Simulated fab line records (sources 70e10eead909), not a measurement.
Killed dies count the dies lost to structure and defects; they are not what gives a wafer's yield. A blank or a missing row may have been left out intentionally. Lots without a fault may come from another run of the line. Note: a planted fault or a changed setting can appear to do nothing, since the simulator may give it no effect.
Which tool is to blame? + flow nand harc + 13 lots with 39 wafers sampled at 5 steps, on a route of 1159 steps

## WHAT EACH GAUGE READ, for each wafer
NHARC_P_STI_OCD_MEAS_17.
| lot  | measured    | on     | trench depth nm (nm) | trench foot cd nm (nm) |
|------|-------------|--------|----------------------|------------------------|
| L774 | day 2 11:48 | ocd-01 | 302 307 304          | 157.8 154.6 156.6      |
| L775 | day 2 17:49 | ocd-01 | 299 298 301          | 158.4 157.7 155.5      |
| L776 | day 2 23:46 | ocd-01 | 301 303 300          | 158.3 158.1 156.7      |
| L777 | day 3 08:04 | ocd-01 | 304 304 303          | 155.0 154.9 151.1      |
| L778 | day 3 11:59 | ocd-01 | 299 302 301          | 158.4 158.7 156.5      |
| L779 | day 3 19:18 | ocd-01 | 303 306 309          | 156.9 157.3 154.9      |
| L789 | day 6 06:09 | ocd-02 | 307 303 307          | 158.5 161.8 161.1      |
| L790 | day 6 12:01 | ocd-01 | 298 297 306          | 160.3 158.1 163.9      |
| L792 | day 7 02:11 | ocd-01 | 297 297 293          | 160.2 162.3 165.7      |
| L793 | day 7 08:55 | ocd-01 | 293 296 298          | 165.1 160.1 156.1      |
| L794 | day 7 09:04 | ocd-02 | 305 300 308          | 161.9 159.9 155.4      |
| L795 | day 7 17:32 | ocd-01 | 301 297 298          | 154.3 154.5 161.3      |
| L797 | day 8 06:11 | ocd-02 | 304 308 305          | 157.6 156.4 153.3      |

NHARC_END_SORT_01.
| lot  | measured     | on        | killed at array | killed at other | killed at periphery | killed dies | killed open | killed short |
|------|--------------|-----------|-----------------|-----------------|---------------------|-------------|-------------|--------------|
| L789 | day 23 03:06 | prober-02 | 19 23 17        | 0 0 0           | 4 3 2               | 23 26 19    | 4 5 3       | 2 2 1        |

## WHAT TOOL EACH LOT RAN ON (gives the tool, then ch and the chambers of the sampled wafers, and finally the start)
| lot  | NHARC_P_GATE_DEP_103           | NHARC_P_GATE_STRIP_75                | NHARC_P_GATE_DESCUM_61             |
|------|--------------------------------|--------------------------------------|------------------------------------|
| L774 | pecvd-02 ch 1,2, day 4 17:53   | plasma asher-02 ch 0,1, day 5 10:14  | rie diel-03 ch 0,3, day 5 11:19    |
| L775 | pecvd-02 ch 0,2, day 5 00:11   | plasma asher-02 ch 0,1, day 5 19:14  | rie diel-07 ch 0,1,2, day 5 20:22  |
| L776 | pecvd-04 ch 0,1, day 4 23:57   | plasma asher-01 ch 0,1, day 5 13:26  | rie diel-07 ch 2,3, day 5 14:49    |
| L777 | pecvd-04 ch 1,2, day 5 14:22   | plasma asher-02 ch 0,1, day 6 03:48  | rie diel-07 ch 0,1,3, day 6 04:55  |
| L778 | pecvd-04 ch 1,2, day 5 13:58   | plasma asher-01 ch 0,1, day 6 03:28  | rie diel-03 ch 0,1,2, day 6 04:35  |
| L779 | pecvd-01 ch 0,2, day 5 21:14   | plasma asher-02 ch 0,1, day 6 11:20  | rie diel-07 ch 0,1,3, day 6 12:17  |
| L789 | pecvd-02 ch 0,1, day 7 23:02   | plasma asher-02 ch 0,1, day 9 01:05  | rie diel-03 ch 1,2,3, day 9 02:27  |
| L790 | pecvd-01 ch 0,1,2, day 8 19:09 | plasma asher-02 ch 0,1, day 9 08:54  | rie diel-07 ch 1,2,3, day 9 09:59  |
| L792 | pecvd-01 ch 0,1,2, day 9 06:24 | plasma asher-01 ch 0,1, day 9 21:53  | rie diel-07 ch 0,1,3, day 9 23:01  |
| L793 | pecvd-01 ch 0,1, day 9 15:36   | plasma asher-01 ch 0,1, day 10 05:02 | rie diel-07 ch 0,2,3, day 10 06:05 |
| L794 | pecvd-02 ch 0,1, day 9 14:56   | plasma asher-01 ch 0,1, day 10 04:38 | rie diel-07 ch 1,3, day 10 05:44   |
| L795 | pecvd-04 ch 0,1,2, day 9 23:30 | plasma asher-01 ch 0,1, day 10 13:38 | rie diel-01 ch 0,3, day 10 14:36   |
| L797 | pecvd-01 ch 1,2, day 10 04:49  | plasma asher-01 ch 0,1, day 10 18:29 | rie diel-03 ch 1,2,3, day 10 19:34 |
- NHARC_P_GATE_DEP_103: deposits SiON, target thk 30 nm.
- NHARC_P_GATE_STRIP_75: strips in O2.
- NHARC_P_GATE_DESCUM_61: chemistry O2, time 3 s.

## WHAT THE TOOLS THEMSELVES READ (means of the sampled wafers that have a number; where no wafer has one, the mark that the record gives instead)
NHARC_P_GATE_DEP_103.
| lot  | tool     | heater power w (W) |
|------|----------|--------------------|
| L774 | pecvd-02 | 641                |
| L775 | pecvd-02 | 689                |
| L776 | pecvd-04 | 680                |
| L777 | pecvd-04 | 668                |
| L778 | pecvd-04 | 681                |
| L779 | pecvd-01 | 821                |
| L789 | pecvd-02 | 707                |
| L790 | pecvd-01 | 818                |
| L792 | pecvd-01 | 755                |
| L793 | pecvd-01 | 833                |
| L794 | pecvd-02 | 747                |
| L795 | pecvd-04 | 780                |
| L797 | pecvd-01 | 761                |

NHARC_P_GATE_STRIP_75.
| lot  | tool            | drypump motor current A (A) | heater power w (W) |
|------|-----------------|-----------------------------|--------------------|
| L774 | plasma asher-02 | 5.67                        | 372                |
| L775 | plasma asher-02 | 5.45                        | 367                |
| L776 | plasma asher-01 | 5.79                        | 332                |
| L777 | plasma asher-02 | 5.47                        | 362                |
| L778 | plasma asher-01 | 5.78                        | 324                |
| L779 | plasma asher-02 | 5.50                        | 363                |
| L789 | plasma asher-02 | 5.47                        | 368                |
| L790 | plasma asher-02 | 5.68                        | 385                |
| L792 | plasma asher-01 | 5.62                        | 349                |
| L793 | plasma asher-01 | 5.78                        | 330                |
| L794 | plasma asher-01 | 5.79                        | 331                |
| L795 | plasma asher-01 | 5.79                        | 332                |
| L797 | plasma asher-01 | 5.61                        | 345                |

NHARC_P_GATE_DESCUM_61.
| lot  | tool        | chamber pressure mTorr (mTorr) | drypump motor current A (A) | oes product au (a.u.) | rf vpp V (V) | showerhead plenum p Torr (Torr) | throttle valve pct (%) |
|------|-------------|--------------------------------|-----------------------------|-----------------------|--------------|---------------------------------|------------------------|
| L774 | rie diel-03 | 59.94                          | 5.94                        | 0.983                 | 57.5         | 1.92                            | 11.316                 |
| L775 | rie diel-07 | 59.98                          | 5.85                        | 0.993                 | 58.0         | 1.95                            | 11.307                 |
| L776 | rie diel-07 | 60.00                          | 5.87                        | 0.996                 | 58.0         | 1.83                            | 11.306                 |
| L777 | rie diel-07 | 60.05                          | 5.76                        | 1.005                 | 57.5         | 1.95                            | 11.316                 |
| L778 | rie diel-03 | 60.00                          | 6.06                        | 0.989                 | 57.1         | 1.83                            | 11.302                 |
| L779 | rie diel-07 | 60.02                          | 5.76                        | 0.989                 | 57.5         | 1.95                            | 11.310                 |
| L789 | rie diel-03 | 59.97                          | 6.18                        | 0.990                 | 56.5         | 1.83                            | 11.308                 |
| L790 | rie diel-07 | 59.98                          | 5.77                        | 0.993                 | 57.4         | 1.91                            | 11.317                 |
| L792 | rie diel-07 | 59.98                          | 5.78                        | 0.995                 | 57.7         | 1.95                            | 11.309                 |
| L793 | rie diel-07 | 60.00                          | 5.88                        | 1.003                 | 58.0         | 1.87                            | 11.317                 |
| L794 | rie diel-07 | 60.02                          | 5.70                        | 0.999                 | 57.3         | 1.91                            | 11.311                 |
| L795 | rie diel-01 | 60.00                          | 5.78                        | 0.995                 | 58.1         | 1.91                            | 11.307                 |
| L797 | rie diel-03 | 60.05                          | 6.15                        | 1.013                 | 57.7         | 1.82                            | 11.313                 |

## THE ANSWER, worked out from the rows above alone
Rule: the usual values come from the lots themselves. The widest of any qualifying gaps counts: lots, ordered by their means at a reading, are off when they make up no more than a third of the lots, leave a main group of 4 or more, and stand apart from it by 3 or more times the standard deviation of that group's means. If all means in a main group match to the digits the tables above print for the reading, that group is not used. A lot without any number at a reading at which 4 lots or more have one is off too. All remaining lots with rows at the step are treated as sound. The gauges are gone through in route order, then the tools' own readings, and for those a lot's mean is taken as printed above. At the first step where some lot is off, the reading lying furthest off is the one used; lots without a number count as furthest.
No lot is off at any reading shown: from this, nothing can be told.

## WHAT HAD BEEN PUT IN BY THE SIMULATOR
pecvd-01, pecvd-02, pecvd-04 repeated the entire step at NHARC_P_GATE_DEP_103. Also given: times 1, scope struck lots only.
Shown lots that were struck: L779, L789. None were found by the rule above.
